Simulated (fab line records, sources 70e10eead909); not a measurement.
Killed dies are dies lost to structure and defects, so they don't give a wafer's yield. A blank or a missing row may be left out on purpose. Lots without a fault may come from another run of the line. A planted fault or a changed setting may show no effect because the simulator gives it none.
fab line records | flow nand_harc
record lots=14 wafers=42 last_day=24
route steps=1159 shown A_CONTACT@869 THIN_TSV@1122 END@1159
lots that met no fault: from a run of the same line without faults
start_h: hours from the record's first day to the start of the lot's first wafer shown | wait_h: hours since the lot's step before | " the same as in the row above | L1.1+2: a row that stands for several wafers | - no value, or no start given | * or withheld: withheld | < > ~ a bound
route shown NAME@n: a module of which the file shows steps, and the number in the route of the first | usual: mean/standard deviation of fault-free wafers | same: alike in all rows | chamber/n: place in a boat | sites: the reading at each site | _std_site: their standard deviation | _edge_site: outer sites' mean less inner sites' | radius_mm: how far each site lies from the wafer's centre | mask NAME#n: copy n | behind: the tool/chamber that last shaped the wafer | hold: why the lot was held/for how many hours/how that ended | device: the transistor (n, p or np) that didn't switch | end of line: the same wafers' tests at the end of the route | a step without rows: its recipe alone | killed: dies lost to structure and defects at the first sort, not the wafer's yield | map: a wafer's dies, x killed, . not, _ none there
set.NAME: the setting as run; set.NAME@STEP: as run at that earlier step | model.NAME: the simulator's own value behind a step, which no gauge read
steps of the route over a sample of lots; a table a step, a row a wafer
services: from which hour (start_h, from the record's first day; less than 0 if before it) a tool's chamber was out of use, for how many hours, and why
## steps
# step NHARC_A_CONTACT_ETCH_118
# recipe source_w=withheld pressure_mtorr=20 bias_v=3000 time_s=94 target_depth_a=9220 ar_flow_sccm=withheld c4f8_flow_sccm=withheld o2_flow_sccm=withheld chemistry=C4F8/O2/Ar
# columns lot.wafer tool chamber start_h wait_h rf_hours_counter_h
L727.2 har_cap_etch-02 1 378.31 0.1 10
L727.3 " 1 " " -
L727.4 " 0 " " -
L729.1 har_cap_etch-02 0 386.43 0.1 11
L729.6 " 1 " " -
L729.5 " 0 " " -
L734.1 har_cap_etch-03 1 398.07 0.1 84
L734.2 " 0 " " 84
L734.6 " 0 " " -
L730.1 har_cap_etch-01 1 401.38 0.1 63
L730.6 " 1 " " -
L730.5 " 0 " " -
L733.1 har_cap_etch-01 1 403.72 0.1 64
L733.3 " 1 " " -
L733.6 " 1 " " -
L731.2 har_cap_etch-02 0 404.85 0.1 15
L731.1 " 1 " " 15
L731.4 " 0 " " -
L735.2 har_cap_etch-02 1 427.81 0.1 18
L735.3 " 0 " " -
L735.6 " 1 " " -
L737.1 har_cap_etch-03 1 436.12 0.1 89
L737.2 " 0 " " 89
L737.5 " 1 " " -
L739.1 har_cap_etch-02 1 437.71 0.1 19
L739.5 " 0 " " -
L739.6 " 1 " " -
L738.1 har_cap_etch-01 1 440.01 0.1 69
L738.4 " 1 " " -
L738.6 " 1 " " -
L736.1 har_cap_etch-02 1 441.50 0.1 20
L736.3 " 0 " " -
L736.6 " 1 " " -
L741.2 har_cap_etch-02 0 446.20 0.1 22
L741.3 " 1 " " -
L741.6 " 1 " " -
L740.1 har_cap_etch-02 1 454.28 0.1 23
L740.3 " 0 " " -
L740.4 " 1 " " -
L746.1 har_cap_etch-02 1 479.67 0.1 28
L746.4 " 0 " " -
L746.3 " 1 " " -
# step NHARC_THIN_TSV_STRIP_45
# recipe power_w=1500 temp_c=250 chemistry=O2
# usual drypump_motor_current_A=5.7/0.44 heater_power_w=327/17
# columns lot.wafer tool chamber start_h wait_h drypump_motor_current_A heater_power_w rf_hours_counter_h
L727.2 plasma_asher-02 0 450.10 0.1 5.4 315 28
L727.4 " 1 " " 6.3 348 -
L727.3 " 0 " " 5.4 314 -
L729.1 plasma_asher-01 1 451.11 0.1 5.2 333 55
L729.6 " 0 " " 5.9 294 -
L729.5 " 1 " " 5.2 326 -
L730.1 plasma_asher-02 1 453.54 0.1 6.3 355 30
L730.6 " 1 " " 6.3 342 -
L730.5 " 0 " " 5.4 317 -
L734.1 plasma_asher-02 1 454.54 0.1 6.3 344 31
L734.2 " 0 " " 5.4 315 31
L734.6 " 0 " " 5.4 311 -
L733.1 plasma_asher-02 1 462.02 1.3 6.3 346 37
L733.3 " 0 " " 5.4 312 -
L733.6 " 0 " " 5.4 317 -
L731.2 plasma_asher-01 0 462.33 0.2 5.9 316 0
L731.1 " 1 " " 5.2 332 0
L731.4 " 0 " " 5.9 312 -
L735.2 plasma_asher-01 0 479.89 0.1 5.9 311 6
L735.3 " 0 " " 5.9 305 -
L735.6 " 0 " " 5.9 313 -
L737.2 plasma_asher-01 1 484.17 0.2 5.2 332 7
L737.1 " 0 " " 5.9 305 7
L737.5 " 1 " " 5.2 326 -
L739.1 plasma_asher-01 1 485.15 0.1 5.2 335 7
L739.6 " 1 " " 5.2 334 -
L739.5 " 0 " " 6.0 311 -
L736.1 plasma_asher-02 0 490.93 0.1 5.4 305 48
L736.3 " 1 " " 6.4 354 -
L736.6 " 1 " " 6.4 348 -
L738.1 plasma_asher-01 0 492.06 0.2 5.9 309 10
L738.4 " 0 " " 5.9 313 -
L738.6 " 0 " " 5.9 315 -
L741.2 plasma_asher-01 1 499.57 0.1 5.2 325 13
L741.3 " 1 " " 5.2 331 -
L741.6 " 1 " " 5.2 324 -
L740.1 plasma_asher-02 1 520.44 0.1 6.3 344 59
L740.3 " 1 " " 6.3 352 -
L740.4 " 0 " " 5.4 309 -
L746.1 plasma_asher-01 0 543.67 1.1 5.9 319 28
L746.3 " 1 " " 5.2 331 -
L746.4 " 0 " " 5.9 313 -
# step NHARC_THIN_TSV_DESCUM_35
# recipe time_s=3 o2_flow_sccm=200 ar_flow_sccm=0 bias_power_w=0 chemistry=O2
# usual drypump_motor_current_A=5.8/0.44 oes_product_au=1.001/0.0089 rf_vpp_V=57.8/0.89 showerhead_plenum_p_Torr=1.94/0.052 throttle_valve_pct=11.312/0.0084
# columns lot.wafer tool chamber start_h wait_h drypump_motor_current_A oes_product_au rf_hours_counter_h rf_vpp_V showerhead_plenum_p_Torr throttle_valve_pct
L727.2 rie_diel-03 3 455.14 - 5.4 1.007 3 55.6 1.93 11.305
L727.4 " 0 " " 6.1 0.997 3 57.1 1.97 11.319
L727.3 " 2 " " 5.5 1.002 3 58.2 2.03 11.318
L729.1 rie_diel-09 3 456.26 - 5.8 0.988 3 58.7 2.00 11.313
L729.5 " 3 " " 5.9 0.990 - 57.8 2.00 11.310
L729.6 " 1 " " 6.5 0.992 - 57.5 1.95 11.320
L730.1 rie_diel-09 1 458.63 - 6.5 0.999 3 57.4 1.95 11.314
L730.5 " 1 " " 6.5 1.003 - 57.4 1.95 11.314
L730.6 " 3 " " 5.9 1.000 - 59.0 2.00 11.306
L734.2 rie_diel-05 1 460.17 - 5.3 0.987 8 59.8 1.86 11.302
L734.1 " 3 " " 6.0 1.008 10 57.0 1.81 11.299
L734.6 " 1 " " 5.2 0.983 - 57.0 1.86 11.312
L733.3 rie_diel-05 1 467.09 - 5.2 0.998 9 57.2 1.86 11.330
L733.1 " 3 " " 6.0 1.000 10 57.4 1.81 11.305
L733.6 " 1 " " 5.2 0.996 - 57.2 1.86 11.316
L731.2 rie_diel-03 0 467.79 - 6.1 1.000 5 60.1 1.97 11.315
L731.1 " 2 " " 5.4 0.994 4 57.7 2.02 11.304
L731.4 " 1 " " 5.7 1.012 - 56.7 1.92 11.309
L735.2 rie_diel-09 1 484.79 - 6.5 0.998 6 56.8 1.95 11.308
L735.3 " 3 " " 5.8 0.983 6 58.2 2.00 11.319
L735.6 " 3 " " 5.8 0.990 - 58.0 2.00 11.322
L737.1 rie_diel-03 3 489.22 - 5.5 1.005 4 57.5 1.93 11.310
L737.2 " 2 " " 5.5 1.018 6 58.5 2.02 11.333
L737.5 " 3 " " 5.5 1.022 - 58.5 1.93 11.307
L739.1 rie_diel-03 3 490.29 - 5.4 1.012 4 58.7 1.93 11.321
L739.5 " 1 " " 5.7 1.011 - 57.3 1.92 11.305
L739.6 " 2 " " 5.5 0.999 - 57.5 2.02 11.319
L736.1 rie_diel-05 3 495.92 - 6.1 1.015 13 57.2 1.81 11.306
L736.3 " 1 " " 5.2 0.997 11 57.8 1.86 11.323
L736.6 " 2 " " 5.4 1.005 - 57.2 1.92 11.310
L738.1 rie_diel-05 0 497.13 - 5.0 1.006 12 58.1 1.87 11.313
L738.4 " 1 " " 5.3 0.998 11 57.4 1.86 11.323
L738.6 " 3 " " 6.0 1.011 - 57.1 1.81 11.314
L741.2 rie_diel-03 0 504.56 - 6.1 0.988 7 58.0 1.97 11.329
L741.3 " 1 " " 5.7 1.011 7 57.9 1.92 11.302
L741.6 " 3 " " 5.5 1.014 - 57.8 1.93 11.334
L740.4 rie_diel-03 0 525.57 - 6.1 1.001 9 58.6 1.97 11.314
L740.1 " 1 " " 5.8 1.014 8 56.8 1.92 11.314
L740.3 " 2 " " 5.5 0.995 8 59.0 2.02 11.313
L746.4 rie_diel-03 2 549.53 - 5.5 0.995 9 59.7 2.02 11.323
L746.1 " 0 " " 6.1 0.992 11 56.5 1.97 11.310
L746.3 " 1 " " 5.8 1.001 10 56.8 1.92 11.306
# step NHARC_END_SORT_01
# recipe temp_c=25
# usual killed_at_array=29/10 killed_at_other=0.7/1.1 killed_at_periphery=3.2/2.2 killed_dies=33/11 killed_open=3.5/1.8 killed_short=2.0/1.4
# same gross_dies=677
# columns lot.wafer tool chamber start_h wait_h killed_at_array killed_at_other killed_at_periphery killed_dies killed_open killed_short
L740.1 prober-02 0 534.31 2.5 68 0 2 70 3 3
L740.3 prober-02 0 535.91 3.1 107 0 0 107 2 1
L740.4 prober-02 0 536.71 3.4 72 1 0 73 2 1
L746.1 prober-02 0 566.50 2.5 98 0 1 99 3 0
L746.3 prober-02 0 568.08 3.1 75 2 1 78 3 2
L746.4 prober-02 0 568.87 3.4 124 2 1 127 2 2
# killed by level:class
L740.1 A_CONTACT:unspecified=46 A_CHANNEL_HOLE_D1:chamber_film_flake=8 A_CONTACT:chamber_film_flake=5 A_BONDPAD:chamber_film_flake=3 P_GATE:geometric_particle:open=1 A_ONON_D1:geometric_particle:short=1 A_CHANNEL_FILL_D1:geometric_particle:short=1 A_SGD_CUT:geometric_particle:short=1
L740.3 A_CONTACT:unspecified=93 A_BONDPAD:chamber_film_flake=5 A_CHANNEL_HOLE_D1:chamber_film_flake=3 A_CONTACT:chamber_film_flake=3 A_ONON_D1:geometric_particle:open=1 A_WL_FILL:geometric_particle:short=1 A_WL_FILL:geometric_particle:open=1
L740.4 A_CONTACT:unspecified=54 A_CONTACT:chamber_film_flake=7 A_CHANNEL_HOLE_D1:chamber_film_flake=5 A_BONDPAD:chamber_film_flake=4 A_ONON_D1:geometric_particle:short=1 A_M0:geometric_particle:open=1 STARTING-WAFER:geometric_particle:open=1
L746.1 A_CONTACT:unspecified=53 A_SLIT:chamber_film_flake=18 A_CHANNEL_HOLE_D1:chamber_film_flake=17 A_ZERO_WELL:chamber_film_flake=4 A_CONTACT:chamber_film_flake=2 A_WL_FILL:geometric_particle:open=1 A_CONTACT:geometric_particle:open=1 A_M0:geometric_particle:open=1
L746.3 A_CONTACT:unspecified=46 A_CHANNEL_HOLE_D1:chamber_film_flake=11 A_SLIT:chamber_film_flake=8 A_CONTACT:geometric_particle:open=3 A_ZERO_WELL:chamber_film_flake=2 A_WL_FILL:chamber_film_flake=2 THIN_TSV:chamber_film_flake=2 A_SGD_CUT:geometric_particle:short=1
L746.4 A_CONTACT:unspecified=97 A_SLIT:chamber_film_flake=14 A_CHANNEL_HOLE_D1:chamber_film_flake=7 THIN_TSV:chamber_film_flake=2 A_ONON_D1:geometric_particle:short=1 A_WL_FILL:geometric_particle:open=1 A_CONTACT:geometric_particle:open=1 A_M0:geometric_particle:short=1
## services
# columns tool chamber start_h hours kind
rie_diel-03 3 359.58 6.3 repair
plasma_asher-02 - 360.00 9.0 pm
rie_diel-03 - 392.30 9.0 pm
rie_diel-09 2 398.02 100.3 repair
plasma_asher-01 - 411.55 8.2 repair
har_cap_etch-03 - 429.71 0.7 repair
rie_diel-09 - 431.10 9.0 pm
plasma_asher-01 - 453.00 9.0 pm
plasma_asher-01 0 453.00 9.0 vent_cycle
plasma_asher-01 1 453.00 9.0 vent_cycle
rie_diel-03 3 459.04 17.8 repair
plasma_asher-01 0 462.00 - clean
plasma_asher-01 1 462.00 - clean
rie_diel-09 - 469.69 0.6 repair
har_cap_etch-02 - 472.27 0.2 repair
har_cap_etch-02 - 504.24 2.4 repair
rie_diel-09 1 512.44 7.1 repair
rie_diel-05 1 514.45 22.9 repair
rie_diel-05 - 518.25 9.0 pm
rie_diel-09 0 520.62 11.6 repair
rie_diel-03 - 523.00 0.3 repair
rie_diel-05 2 528.18 3.5 repair
plasma_asher-02 - 537.00 9.0 pm
har_cap_etch-03 - 545.27 17.0 pm
## key
first_sign step=NHARC_END_SORT_01 reading=killed_at_array direction=up sigmas=6 usual=29 struck=91
effect step=NHARC_END_SORT_01 reading=killed_dies direction=up sigmas=5.6 usual=33 struck=92
more_kills_born_at NHARC_A_CONTACT_ETCH_118@har_cap_etch-02=389
met_at NHARC_A_CONTACT_ETCH_118
struck_lots L740,L746
tester_left_out L740,L746
not_acting_at NHARC_THIN_TSV_STRIP_45,NHARC_THIN_TSV_DESCUM_35
onset_between 446.20 454.28
also_fits time
fault kind=chamber_particle_source tool=har_cap_etch-02 chamber=- onset_h=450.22 steps=NHARC_A_CONTACT_ETCH_118 rate_per_visit_cm2=1.3911 end_h=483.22
# tester_left_out: of these lots the tester's yield and bins aren't shown, on N5 and GAA mostly nor the transistor test; their killed dies are dies lost to structure and defects alone, not to doping, threshold or leakage, so they don't give the yield
